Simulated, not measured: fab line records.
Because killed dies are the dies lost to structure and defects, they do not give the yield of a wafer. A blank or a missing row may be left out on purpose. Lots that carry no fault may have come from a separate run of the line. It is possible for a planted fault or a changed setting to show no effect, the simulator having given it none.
fab line records	flow n5_finfet
record lots=7	wafers=39
route steps=1938 shown ZERO_LAYER@11 SD_EPI_P@321 SDB@373 GATE_CUT@477
start_h: the number of hours between the record's first day and the start of the first shown wafer of the lot	wait_h: hours elapsed since this lot's preceding step	" identical to the entry in the row above	L1.1+2: a row that stands for several wafers	- value missing, or start not given	* or withheld: withheld	< > ~ a bound
route shown NAME@n: NAME is a module with steps in the file, n the number in the route of the first one	usual: mean and standard deviation over wafers with no fault	same: alike in all rows	chamber/n: place in a boat	sites: the reading at each site	_std_site: how widely they spread, as a standard deviation	_edge_site: mean of outer sites minus mean of inner sites	radius_mm: for every site, how far away it sits from the centre of the wafer	mask NAME#n: copy n	behind: the most recent tool/chamber to have shaped the wafer	hold: why the lot was held/for how many hours/how that ended	device: transistor that didn't switch, given as n, p or np	end of line: the route-end tests of the same wafers	a step given without rows: its recipe and nothing more	killed: dies that structure and defects cost at the first sort, which is not the same as the wafer's yield	map: the dies of a wafer, with x for killed, . for not killed, _ for no die there
set.NAME: the setting the step ran with; set.NAME@STEP: the setting that earlier step ran with	model.NAME: the simulator's own value behind a step, which no gauge read
lots run with intentionally changed settings; tables by step, rows by wafer
## steps
# step N5_ZERO_LAYER_DEVELOP_10
# recipe develop_time_s=60	rinse_liquid=diw	dry=air_spin	dev_temp_c=21
lot.wafer	tool	chamber	start_h	wait_h	set.develop_time_s
L074.1+3+6	litho_track-03	0	-	-	60
L080.1+2+3+4+5+6	litho_track-03	0	-	-	60
L082.1+2+4	litho_track-03	0	-	-	24.98
L082.3+5+6	"	0	"	"	60
L086.1+3+5	litho_track-04	0	-	-	30.99
L086.2+4+6	"	0	"	"	60
L087.1+2+3	litho_track-05	0	-	-	60
L087.4+5+6	"	0	"	"	38.62
L095.1+5+6	litho_track-03	0	-	-	36.67
L095.2+3+4	"	0	"	"	60
L096.1+4+5	litho_track-05	0	-	-	42.78
L096.2+3+6	"	0	"	"	60
# step N5_ZERO_LAYER_HARDBAKE_23
# recipe temp_c=130	time_s=120
# step N5_ZERO_LAYER_CD_MEAS_11
# recipe target_cd_nm=2000	landing_energy_ev=500	detector=se_inlens
# usual cd_nm=2001.3/2.3
lot.wafer	tool	chamber	start_h	wait_h	set.develop_time_s@ZERO_LAYER_DEVELOP_10	cd_nm
L074.1	cd_sem-01	0	12.77	-	60	1999.6
L074.3	"	0	"	"	60	1997.5
L074.6	"	0	"	"	60	2002.1
L080.1	cd_sem-01	0	48.64	-	60	2001.7
L080.2	"	0	"	"	60	1998.9
L080.3	"	0	"	"	60	2002.0
L080.4	"	0	"	"	60	2001.8
L080.5	"	0	"	"	60	2002.1
L080.6	"	0	"	"	60	2004.8
L082.1	cd_sem-01	0	60.77	-	24.98	1978.9
L082.2	"	0	"	"	24.98	1980.5
L082.3	"	0	"	"	60	2001.0
L082.4	"	0	"	"	24.98	1982.7
L082.5	"	0	"	"	60	2002.6
L082.6	"	0	"	"	60	1999.7
L086.1	cd_sem-03	0	84.77	-	30.99	1988.9
L086.2	"	0	"	"	60	2001.6
L086.3	"	0	"	"	30.99	1986.3
L086.4	"	0	"	"	60	2000.6
L086.5	"	0	"	"	30.99	1991.2
L086.6	"	0	"	"	60	2003.5
L087.1	cd_sem-03	0	90.66	-	60	1999.5
L087.2	"	0	"	"	60	2001.5
L087.3	"	0	"	"	60	2000.6
L087.4	"	0	"	"	38.62	1989.0
L087.5	"	0	"	"	38.62	1987.7
L087.6	"	0	"	"	38.62	1988.3
L095.1	cd_sem-03	0	138.66	-	36.67	1988.0
L095.2	"	0	"	"	60	1998.9
L095.3	"	0	"	"	60	2000.0
L095.4	"	0	"	"	60	2001.7
L095.5	"	0	"	"	36.67	1992.6
L095.6	"	0	"	"	36.67	1990.3
L096.1	cd_sem-02	0	144.67	-	42.78	1994.2
L096.2	"	0	"	"	60	1999.0
L096.3	"	0	"	"	60	2001.6
L096.4	"	0	"	"	42.78	1990.4
L096.5	"	0	"	"	42.78	1991.8
L096.6	"	0	"	"	60	1996.2
# step N5_ZERO_LAYER_DESCUM_16
# recipe chemistry=O2	time_s=7.9	source_power_w=50	bias_power_w=20	pressure_mtorr=20	rf_frequency_hz=2.712e+07	temp_c=40	o2_flow_sccm=225
lot.wafer	tool	chamber	start_h	wait_h	set.develop_time_s@ZERO_LAYER_DEVELOP_10	model.ZERO_LAYER.cd_nm
L074.1	rie_diel-03	1	13.24	0.5	60	2000
L074.3	"	2	"	"	60	1998
L074.6	"	1	"	"	60	2002
L080.1+3+4+5	rie_diel-02	3,2,0,0	48.68	0.0	60	2002
L080.2	"	1	"	"	60	1999
L080.6	"	3	"	"	60	2005
L082.1	rie_diel-06	3	60.80	0.0	24.98	1979
L082.2	"	1	"	"	24.98	1981
L082.3	"	2	"	"	60	2001
L082.4	"	0	"	"	24.98	1983
L082.5	"	3	"	"	60	2003
L082.6	"	0	"	"	60	2000
L086.1	rie_diel-06	2	84.80	0.0	30.99	1989
L086.2	"	0	"	"	60	2002
L086.3	"	1	"	"	30.99	1987
L086.4	"	3	"	"	60	2001
L086.5	"	0	"	"	30.99	1991
L086.6	"	1	"	"	60	2004
L087.1+3	rie_diel-03	3,0	90.70	0.0	60	2000
L087.2	"	2	"	"	60	2002
L087.4	"	2	"	"	38.62	1989
L087.5+6	"	3,0	"	"	38.62	1988
L095.1	rie_diel-03	0	139.23	0.6	36.67	1988
L095.2	"	1	"	"	60	1999
L095.3	"	2	"	"	60	2000
L095.4	"	3	"	"	60	2002
L095.5	"	0	"	"	36.67	1993
L095.6	"	3	"	"	36.67	1990
L096.1	rie_diel-03	1	144.71	0.0	42.78	1994
L096.2	"	0	"	"	60	1999
L096.3	"	2	"	"	60	2002
L096.4	"	3	"	"	42.78	1991
L096.5	"	2	"	"	42.78	1992
L096.6	"	3	"	"	60	1996
# step N5_SD_EPI_P_EPI_21
# recipe material=SiGe:B	dopant=B	temp_c=550	pressure_torr=20	ambient=H2	time_s=355
lot.wafer	tool	chamber	start_h	wait_h	set.time_s	model.SiGe-B_of_SD_EPI_P_EPI_21.thk_nm
L074.1	epi_rpcvd-03	0	58.82	0.1	355	61
L074.3	"	0	"	"	355	61.2
L074.6	"	0	60.62	1.8	355	60.8
L080.1	epi_rpcvd-03	0	89.95	0.2	281.9	52.2
L080.2	"	0	"	"	355	61.2
L080.3	"	0	"	"	355	60.6
L080.4	"	0	"	"	355	61.4
L080.5+6	"	0	"	"	281.9	52.8
L082.1+4	epi_rpcvd-02	0	103.11	0.1	240.5	44.8
L082.2	"	0	"	"	355	60.6
L082.3	"	0	"	"	240.5	44.4
L082.5	"	0	"	"	355	61
L082.6	"	0	"	"	355	60.4
L086.1	epi_rpcvd-04	0	126.56	0.1	492.7	79.2
L086.2	"	0	"	"	355	63.2
L086.3	"	0	"	"	355	62.8
L086.4	"	0	"	"	492.7	79
L086.5	"	0	"	"	355	62
L086.6	"	0	"	"	492.7	79.6
L087.1+2+4+6	epi_rpcvd-04	0	133.63	0.1	355	60.6
L087.3	"	0	"	"	355	61
L087.5	"	0	"	"	355	61.4
L095.1	epi_rpcvd-03	0	182.29	0.1	355	61
L095.2	"	0	"	"	355	60.6
L095.3+5	"	0	"	"	296.1	54.2
L095.4	"	0	"	"	296.1	54.6
L095.6	"	0	"	"	355	60.8
L096.1+6	epi_rpcvd-02	0	187.67	0.3	355	60
L096.2	"	0	"	"	355	60.8
L096.3+4	"	0	"	"	355	59.8
L096.5	"	0	190.23	2.6	355	60.6
# step N5_SD_EPI_P_EPI_MEAS_23
# recipe mode=xrd
# usual thk_nm=61.1/1.2
lot.wafer	tool	chamber	start_h	wait_h	set.time_s@SD_EPI_P_EPI_21	thk_nm
L074.1	film_metro-01	-	61.02	1.8	355	62.4
L074.3	"	-	"	"	355	62.5
L074.6	"	-	"	"	355	60.6
L080.1	film_metro-01	-	92.88	2.5	281.9	51.8
L080.2	"	-	"	"	355	60.3
L080.3	"	-	"	"	355	59.6
L080.4	"	-	"	"	355	61.7
L080.5	"	-	"	"	281.9	52.3
L080.6	"	-	"	"	281.9	52.7
L082.1	film_metro-02	-	105.31	1.9	240.5	42.8
L082.2	"	-	"	"	355	59.6
L082.3	"	-	"	"	240.5	45.3
L082.4	"	-	"	"	240.5	45.0
L082.5	"	-	"	"	355	60.4
L082.6	"	-	"	"	355	60.3
L086.1	film_metro-02	-	128.76	1.8	492.7	78.6
L086.2	"	-	"	"	355	63.8
L086.3	"	-	"	"	355	63.4
L086.4	"	-	"	"	492.7	76.8
L086.5	"	-	"	"	355	60.6
L086.6	"	-	"	"	492.7	79.7
L087.1	film_metro-02	-	135.82	1.8	355	61.2
L087.2	"	-	"	"	355	62.1
L087.3	"	-	"	"	355	61.7
L087.4	"	-	"	"	355	59.0
L087.5	"	-	"	"	355	60.4
L087.6	"	-	"	"	355	58.4
L095.1	film_metro-01	-	184.48	1.8	355	61.0
L095.2	"	-	"	"	355	59.3
L095.3	"	-	"	"	296.1	55.4
L095.4	"	-	"	"	296.1	52.3
L095.5	"	-	"	"	296.1	53.5
L095.6	"	-	"	"	355	61.1
L096.1	film_metro-02	-	191.54	3.2	355	60.3
L096.2	"	-	"	"	355	62.4
L096.3	"	-	"	"	355	60.4
L096.4	"	-	"	"	355	59.1
L096.5	"	-	"	"	355	59.7
L096.6	"	-	"	"	355	60.8
# step N5_SDB_ALD_29
# recipe material=SiNx	target_thk_a=300	temp_c=400	ald_precursor_family=SiH2I2	ald_co_reactant=N2/H2-plasma	pulse_time_s=1	ald_cycles=600	purge_time_s=2	co_reactant_purge_time_s=2	pressure_torr=2
lot.wafer	tool	chamber	start_h	wait_h	set.ald_cycles	model.SiNx_of_SDB_ALD_29.thk_nm
L074.1+3	ald_sin-04	1,3	70.27	0.0	600	30
L074.6	"	0	71.62	1.4	600	30.2
L080.1	ald_sin-01	0	102.13	0.0	290	14.6
L080.2	"	1	"	"	290	14.4
L080.3+5+6	"	2,3,2	"	"	600	30
L080.4	"	3	"	"	290	14.2
L082.1+5	ald_sin-03	1	114.40	0.0	827	41.4
L082.2	"	3	"	"	827	41.6
L082.3+4+6	"	0,2,2	"	"	600	30
L086.1+2+5+6	ald_sin-03	2,0,0,2	137.44	0.0	600	29.8
L086.3+4	"	1	"	"	600	30
L087.1+6	ald_sin-04	1,0	144.65	0.0	600	30
L087.2	"	2	"	"	600	30.2
L087.3	"	3	"	"	276	14
L087.4+5	"	0,1	"	"	276	13.8
L095.1+3+6	ald_sin-03	0,1,0	193.37	0.0	600	30
L095.2	"	2	"	"	257	12.6
L095.4+5	"	3	"	"	257	13
L096.1+2+3+4+5	ald_sin-04	2,1,3,0,3	200.86	0.0	600	30
L096.6	"	0	202.21	1.4	600	29.8
# step N5_SDB_CMP_30
# recipe stop_on=poly-Si	t_overpolish_s=1.54	post_cmp_clean=alkaline_brush	down_force_psi=4.1491	platen_rpm=51.796	pad_velocity_m_s=1.0306	target_thk_nm=30
lot.wafer	tool	chamber	start_h	wait_h	set.ald_cycles@SDB_ALD_29	model.SiNx_of_SDB_ALD_29.thk_nm
L074.1+3	cmp-03	1,3	73.04	1.4	600	30
L074.6	"	1	"	"	600	30.2
L080.4	cmp-03	1	104.86	1.4	290	14.2
L080.3+5+6	"	2,1,2	"	"	600	30
L080.2	"	3	"	"	290	14.4
L080.1	"	0	"	"	290	14.6
L082.4+3+6	cmp-03	1,2,1	117.13	1.4	600	30
L082.2	"	3	"	"	827	31
L082.1	"	0	"	"	827	31.8
L082.5	"	2	"	"	827	28.4
L086.2+1+6+5	cmp-04	0,1,0,1	140.32	1.5	600	29.8
L086.4+3	"	2,3	"	"	600	30
L087.4+5	cmp-03	2	147.41	1.4	276	13.8
L087.1+6	"	3	"	"	600	30
L087.2	"	0	"	"	600	30.2
L087.3	"	1	"	"	276	14
L095.1+3+6	cmp-02	3,1,0	196.10	1.4	600	30
L095.4+5	"	0,3	"	"	257	13
L095.2	"	2	"	"	257	12.6
L096.3+4+1+2+5	cmp-02	2,3,0,1,2	203.59	1.4	600	30
L096.6	"	3	"	"	600	29.8
# step N5_GATE_CUT_HM_DEP_46
# recipe material=SiO2	target_thk_a=1300	temp_c=400	precursor=TEOS/O2	pressure_torr=6.5	rf_w=900	teos_flow_sccm=161.4	gas=O2	flow_sccm=2650	time_s=26.6
lot.wafer	tool	chamber	start_h	wait_h	set.target_thk_a	model.SiO2_of_GATE_CUT_HM_DEP_46.thk_nm
L074.1	pecvd-03	2	85.97	0.0	1300	129.8
L074.3	"	0	"	"	1300	129.2
L074.6	"	0	"	"	1300	132.4
L080.1	pecvd-03	1	118.28	0.0	748.8	73.8
L080.2	"	2	"	"	748.8	76
L080.3	"	0	"	"	1300	128.8
L080.4	"	2	"	"	1300	132.2
L080.5	"	1	"	"	1300	130.8
L080.6	"	0	"	"	748.8	75
L082.1	pecvd-03	0	130.49	0.0	2019	199.8
L082.2	"	2	"	"	2019	202.2
L082.3	"	1	"	"	2019	200.6
L082.4	"	2	"	"	1300	132.2
L082.5	"	0	"	"	1300	130.8
L082.6	"	1	"	"	1300	131.2
L086.1	pecvd-02	0	153.64	0.0	531.2	52.8
L086.2	"	1	"	"	531.2	54.2
L086.3	"	2	"	"	1300	127.8
L086.4	"	0	"	"	531.2	53
L086.5	"	1	"	"	1300	132.2
L086.6	"	2	"	"	1300	131
L087.1	pecvd-04	1	160.91	0.0	1300	129.6
L087.2	"	2	"	"	1300	129
L087.3	"	0	"	"	1914	189.6
L087.4	"	1	"	"	1300	130.8
L087.5	"	2	"	"	1914	193.8
L087.6	"	0	"	"	1914	193.4
L095.1	pecvd-03	0	209.37	0.0	1693	166.4
L095.2	"	1	"	"	1693	166.6
L095.3	"	2	"	"	1300	128.8
L095.4	"	2	"	"	1693	170.2
L095.5	"	1	"	"	1300	130
L095.6	"	0	"	"	1300	129
L096.1	pecvd-02	1	217.61	0.0	1300	127.6
L096.2	"	0	"	"	652.4	63.4
L096.3	"	0	"	"	652.4	64
L096.4	"	1	"	"	652.4	65.4
L096.5	"	1	"	"	1300	131.8
L096.6	"	0	"	"	1300	128.2
# step N5_GATE_CUT_COAT_34
# recipe resist=SOC	temp_c=250	time_s=60	spin_rpm=1500	resist_thk_nm=60
# step N5_GATE_CUT_COAT_35
# recipe resist=SiARC	temp_c=220	time_s=60	spin_rpm=1500	resist_thk_nm=10
# step N5_GATE_CUT_STRIP_38
# recipe chemistry=N2/H2	temp_c=40	n2_flow_sccm=200	h2_flow_sccm=200	rf_frequency_hz=6e+07
# step N5_GATE_CUT_STRIP_39
# recipe chemistry=N2/H2	temp_c=40	n2_flow_sccm=200	h2_flow_sccm=200	rf_frequency_hz=6e+07
# step N5_GATE_CUT_HM_OPEN_40
# recipe chemistry=C4F6/O2	target=SiO2	mask_material=SiARC	target_depth_a=1390	time_s=85.1	ion_energy_ev=250	pressure_mtorr=30	source_w=345	bias_w=185	Ar_flow_sccm=300	C4F6_flow_sccm=10	O2_flow_sccm=10	ends=cleared
# usual etch_rf_on_time_s=95.1/2.5
lot.wafer	tool	chamber	start_h	wait_h	set.target_thk_a@GATE_CUT_HM_DEP_46	etch_rf_on_time_s	model.etch.depth_nm	model.SOC_of_GATE_CUT_COAT_34.thk_nm
L074.1	rie_diel-03	0	86.61	0.0	1300	96.4	129.8	32.2
L074.3	"	2	"	"	1300	94.1	129.2	32.4
L074.6	"	3	"	"	1300	98.8	132.4	31.8
L080.1	rie_diel-02	1	118.90	0.0	748.8	54.5	73.89	44.8
L080.2	"	0	"	"	748.8	56.5	76.06	43.8
L080.3	"	3	"	"	1300	99.5	128.7	32.6
L080.4	"	2	"	"	1300	95.5	132.3	32.6
L080.5	"	1	"	"	1300	96.8	130.8	32.6
L080.6	"	0	"	"	748.8	55.6	74.95	44
L082.1	rie_diel-02	0	131.24	0.0	2019	148.8	199.9	17.6
L082.2	"	1	"	"	2019	148.5	202.2	17.8
L082.3	"	2	"	"	2019	145.2	200.7	18.6
L082.4	"	3	"	"	1300	102.1	132.2	32
L082.5	"	2	"	"	1300	95.1	130.8	33
L082.6	"	3	"	"	1300	101.4	131.3	32.2
L086.1	rie_diel-06	0	154.39	0.0	531.2	38.3	52.8	49.2
L086.2	"	2	"	"	531.2	40.6	54.15	48.8
L086.3	"	1	"	"	1300	91.5	127.8	33
L086.4	"	3	"	"	531.2	37.3	52.96	49.2
L086.5	"	1	"	"	1300	94.3	132.2	32
L086.6	"	0	"	"	1300	95.5	131	33.2
L087.1	rie_diel-03	0	162.06	0.0	1300	97.1	129.7	32
L087.2	"	1	"	"	1300	93.7	128.9	33.2
L087.3	"	2	"	"	1914	140.3	189.7	19.4
L087.4	"	1	"	"	1300	95.5	130.8	32.8
L087.5	"	2	"	"	1914	142.2	193.9	18.6
L087.6	"	0	"	"	1914	144.1	193.4	18.4
L095.1	rie_diel-03	3	210.11	0.0	1693	123.4	166.4	24.2
L095.2	"	1	"	"	1693	120.0	166.7	25.8
L095.3	"	2	"	"	1300	93.1	128.8	32.2
L095.4	"	2	"	"	1693	122.5	170.3	23.2
L095.5	"	1	"	"	1300	94.4	130.1	33.2
L095.6	"	3	"	"	1300	96.0	129	32
L096.1	rie_diel-06	2	218.25	0.0	1300	95.2	127.6	33
L096.2	"	1	"	"	652.4	45.1	63.31	46.4
L096.3	"	0	"	"	652.4	47.0	63.96	46.8
L096.4	"	3	"	"	652.4	46.6	65.4	46.4
L096.5	"	0	"	"	1300	96.2	131.9	32.8
L096.6	"	1	"	"	1300	91.4	128.2	33
# step N5_GATE_CUT_STRIP_41
# recipe chemistry=CF4	resist=SiARC	power_w=300	bias_power_w=75	pressure_mtorr=50	cf4_flow_sccm=150	rf_frequency_hz=6e+07
# step N5_GATE_CUT_STRIP_42
# recipe chemistry=O2	power_w=400	temp_c=40	pressure_mtorr=30	rf_frequency_hz=6e+07	bias_power_w=0	overash_fraction=0.3	o2_flow_sccm=225
# step N5_GATE_CUT_ALD_22
# recipe material=SiNx	target_thk_a=160	temp_c=400	ald_precursor_family=SiH2I2	ald_co_reactant=N2/H2-plasma	pulse_time_s=1	ald_cycles=320	purge_time_s=2	co_reactant_purge_time_s=2	pressure_torr=2
# step N5_GATE_CUT_CMP_23
# recipe stop_on=SiO2	t_overpolish_s=23.4	post_cmp_clean=alkaline_brush	down_force_psi=2.5	platen_rpm=51.8	pad_velocity_m_s=1.0307	target_thk_nm=16
# step N5_GATE_CUT_THK_MEAS_24
# recipe reads=SiO2_of_GATE_CUT_HM_DEP_46+SiO2_flowable_of_ILD0_FCVD_FILL_01
# usual GC_FILL_THK=219.9/2.2
lot.wafer	tool	chamber	start_h	wait_h	set.target_thk_a@GATE_CUT_HM_DEP_46	GC_FILL_THK[nm]
L074.1	film_metro-01	-	90.03	-	1300	220.8
L074.3	"	-	"	"	1300	218.9
L074.6	"	-	"	"	1300	221.7
L080.1	film_metro-01	-	121.36	-	748.8	161.5
L080.2	"	-	"	"	748.8	168.1
L080.3	"	-	"	"	1300	216.4
L080.4	"	-	"	"	1300	223.5
L080.5	"	-	"	"	1300	221.4
L080.6	"	-	"	"	748.8	162.5
L082.1	film_metro-02	-	133.78	-	2019	288.4
L082.2	"	-	"	"	2019	293.9
L082.3	"	-	"	"	2019	292.0
L082.4	"	-	"	"	1300	222.4
L082.5	"	-	"	"	1300	222.8
L082.6	"	-	"	"	1300	221.4
L086.1	film_metro-01	-	156.85	-	531.2	143.7
L086.2	"	-	"	"	531.2	144.7
L086.3	"	-	"	"	1300	216.9
L086.4	"	-	"	"	531.2	140.6
L086.5	"	-	"	"	1300	221.2
L086.6	"	-	"	"	1300	222.3
L087.1	film_metro-01	-	164.82	-	1300	221.7
L087.2	"	-	"	"	1300	217.0
L087.3	"	-	"	"	1914	280.0
L087.4	"	-	"	"	1300	222.3
L087.5	"	-	"	"	1914	284.1
L087.6	"	-	"	"	1914	285.4
L095.1	film_metro-02	-	212.59	-	1693	258.2
L095.2	"	-	"	"	1693	258.1
L095.3	"	-	"	"	1300	218.7
L095.4	"	-	"	"	1693	259.7
L095.5	"	-	"	"	1300	219.3
L095.6	"	-	"	"	1300	217.8
L096.1	film_metro-01	-	220.77	-	1300	216.7
L096.2	"	-	"	"	652.4	153.8
L096.3	"	-	"	"	652.4	155.1
L096.4	"	-	"	"	652.4	155.0
L096.5	"	-	"	"	1300	221.3
L096.6	"	-	"	"	1300	218.3
# step N5_GATE_CUT_CMP_43
# recipe material=SiO2	post_cmp_clean=rinse_only
lot.wafer	tool	chamber	start_h	wait_h	set.target_thk_a@GATE_CUT_HM_DEP_46	model.SiO2_of_GATE_CUT_HM_DEP_46.thk_nm
L074.1+3	cmp-01	3,0	90.14	0.1	1300	5
L074.6	"	2	"	"	1300	5.2
L080.2+6	cmp-01	3,0	121.39	0.0	748.8	2.4
L080.3+5	"	0,3	"	"	1300	5
L080.1	"	1	"	"	748.8	2.2
L080.4	"	2	"	"	1300	5.2
L082.4+5+6	cmp-01	3,3,0	133.81	0.0	1300	5
L082.1+2+3	"	0,1,2	"	"	2019	8.4
L086.2+1	cmp-03	2,3	156.88	0.0	531.2	1.4
L086.4	"	0	"	"	531.2	1.2
L086.3+6+5	"	1,2,3	"	"	1300	5
L087.3	cmp-03	0	164.85	0.0	1914	7.8
L087.2+4+1	"	1,2,3	"	"	1300	5
L087.5+6	"	0,1	"	"	1914	8
L095.1+2	cmp-03	0,1	212.62	0.0	1693	6.8
L095.3+5+6	"	2,0,1	"	"	1300	5
L095.4	"	3	"	"	1693	7
L096.2+3	cmp-03	2,0	220.80	0.0	652.4	1.8
L096.1	"	3	"	"	1300	4.8
L096.4	"	1	"	"	652.4	2
L096.5+6	"	2,3	"	"	1300	5
## key
split step=N5_ZERO_LAYER_DEVELOP_10	setting=develop_time_s	stated=60	by=wafer
response step=N5_ZERO_LAYER_CD_MEAS_11	reading=cd_nm	change=+0.303	per=1%	r=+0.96
response step=N5_ZERO_LAYER_DESCUM_16	reading=model.ZERO_LAYER.cd_nm	change=+0.303	per=1%	r=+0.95
split step=N5_SD_EPI_P_EPI_21	setting=time_s	stated=355	by=wafer
response step=N5_SD_EPI_P_EPI_21	reading=model.SiGe-B_of_SD_EPI_P_EPI_21.thk_nm	change=+0.444	per=1%	r=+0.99
response step=N5_SD_EPI_P_EPI_MEAS_23	reading=thk_nm	change=*	per=1%	r=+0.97
split step=N5_SDB_ALD_29	setting=ald_cycles	stated=600	by=wafer
response step=N5_SDB_ALD_29	reading=model.SiNx_of_SDB_ALD_29.thk_nm	change=+0.301	per=1%	r=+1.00
response step=N5_SDB_CMP_30	reading=model.SiNx_of_SDB_ALD_29.thk_nm	shape=bent	at_lowest=12.87	at_stated=29.98	at_highest=30.4
split step=N5_GATE_CUT_HM_DEP_46	setting=target_thk_a	stated=1300	by=wafer
response step=N5_GATE_CUT_HM_DEP_46	reading=model.SiO2_of_GATE_CUT_HM_DEP_46.thk_nm	change=+1.29	per=1%	r=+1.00
response step=N5_GATE_CUT_HM_OPEN_40	reading=etch_rf_on_time_s	change=*	per=1%	r=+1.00
response step=N5_GATE_CUT_HM_OPEN_40	reading=model.etch.depth_nm	change=+1.3	per=1%	r=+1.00
response step=N5_GATE_CUT_HM_OPEN_40	reading=model.SOC_of_GATE_CUT_COAT_34.thk_nm	change=-0.274	per=1%	r=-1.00
response step=N5_GATE_CUT_THK_MEAS_24	reading=GC_FILL_THK	change=+1.3	per=1%	r=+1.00
response step=N5_GATE_CUT_CMP_43	reading=model.SiO2_of_GATE_CUT_HM_DEP_46.thk_nm	change=+0.0621	per=1%	r=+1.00
